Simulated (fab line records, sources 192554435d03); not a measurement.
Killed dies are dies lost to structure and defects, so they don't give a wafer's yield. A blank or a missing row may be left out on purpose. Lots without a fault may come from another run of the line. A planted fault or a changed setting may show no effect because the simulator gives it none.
Split-lot experiment | flow n5_finfet | 7 lots, 21 wafers read, on a route of 1938 steps

THE SPLIT
At N5_BEOL_M4_COAT_73 (time 60 s, resist thk 5 nm), the setting spin_rpm was moved away from the recipe's 1500 rpm on 8 of the 21 wafers read, by -7.9% to +6.9%. The other wafers ran this setting at the recipe's value.

FROM THE SPLIT TO THE READING: what the file shows between them, 3 steps
- N5_BEOL_M4_COAT_05: resist thk 30 nm
- N5_BEOL_M4_EBR_07
- N5_BEOL_M4_DESCUM_16: chemistry O2, time 7 s

THE READING
etch.depth_nm (the simulator's own value, which no gauge read), in nm, at N5_BEOL_M4_ETCH_74 (etches underlayer in N2/H2, target depth 6.5 nm, time 5.2 s). The file gives no usual value for it. The 13 wafers here that ran the recipe average 5.005 nm, standard deviation 0.016 nm.

wafer  | tool, chamber at the split | spin_rpm as run, rpm | against the recipe | etch.depth_nm, nm | against lot-mates on the recipe
L083.2 | litho_track-01, 0          | 1603                 | +6.9%              | 4.841             | -0.169
L083.5 | litho_track-01, 0          | 1500                 | recipe             | 5.01              | -
L083.6 | litho_track-01, 0          | 1603                 | +6.9%              | 4.845             | -0.165
L084.2 | litho_track-04, 0          | 1500                 | recipe             | 5.002             | -
L084.4 | litho_track-04, 0          | 1500                 | recipe             | 5.011             | -
L084.5 | litho_track-04, 0          | 1382                 | -7.9%              | 5.219             | +0.213
L086.1 | litho_track-04, 0          | 1500                 | recipe             | 4.987             | -
L086.4 | litho_track-04, 0          | 1500                 | recipe             | 4.987             | -
L086.6 | litho_track-04, 0          | 1500                 | recipe             | 4.981             | -
L089.1 | litho_track-01, 0          | 1500                 | recipe             | 4.996             | -
L089.4 | litho_track-01, 0          | 1500                 | recipe             | 5.007             | -
L089.5 | litho_track-01, 0          | 1500                 | recipe             | 4.99              | -
L091.1 | litho_track-02, 0          | 1500                 | recipe             | 5.021             | -
L091.2 | litho_track-02, 0          | 1500                 | recipe             | 5.026             | -
L091.3 | litho_track-02, 0          | 1500                 | recipe             | 5.036             | -
L093.1 | litho_track-02, 0          | 1559                 | +3.9%              | 4.929             | -0.088
L093.4 | litho_track-02, 0          | 1500                 | recipe             | 5.017             | -
L093.6 | litho_track-02, 0          | 1559                 | +3.9%              | 4.933             | -0.084
L096.4 | litho_track-04, 0          | 1545                 | +3.0%              | 4.917             | no lot-mate on the recipe
L096.5 | litho_track-04, 0          | 1545                 | +3.0%              | 4.912             | no lot-mate on the recipe
L096.6 | litho_track-04, 0          | 1545                 | +3.0%              | 4.921             | no lot-mate on the recipe

THE FIT
A straight line over all 21 wafers: etch.depth_nm changes by -0.0249 nm for each +1% of spin_rpm; r = -0.98; the points scatter about the line by 0.017 nm.
The same after taking each lot's own level away (the mean of its wafers on the recipe; 18 wafers): -0.025 nm for each +1%; r = -1.00; scatter 0.0071 nm.
On that fit, the largest move of spin_rpm shifts the reading by 0.2 nm.
The lots' own levels span 4.9850 to 5.0277 nm, that is 2.6 times the standard deviation above.
So the lot-to-lot level changes the slope little: the two slopes agree.
Check: with one of the wafers moved furthest among these (-7.9%) left out of the fit, the line predicts +0.188 nm for it against its lot-mates. It came out at +0.213 nm against them.

OTHER SPLITS ON THESE WAFERS
These wafers also went through other splits before the reading. Each is held against what the fit with the lots' levels taken away leaves over:
other split on the same wafers            | wafers away from the commonest value | r with etch.depth_nm (lot level and that fit taken away)
N5_MOL_CONTACT_COAG_CVD_140 target_thk_a  | 7                                    | -0.37
N5_BEOL_M0_TRENCH_ETCH_107 target_depth_a | 9                                    | +0.53
N5_BEOL_M1_TRENCH_ETCH_37 bias_w          | 7                                    | -0.36
N5_BEOL_M2_ETCH_69 bias_w                 | 7                                    | -0.04
N5_BEOL_M2_TRENCH_ETCH_37 time_s          | 9                                    | +0.19
N5_BEOL_M3_COAT_05 spin_rpm               | 6                                    | +0.11

THE FILE'S OWN FIT
etch.depth_nm changes by -0.0254 nm for each +1% of spin_rpm, r = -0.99.
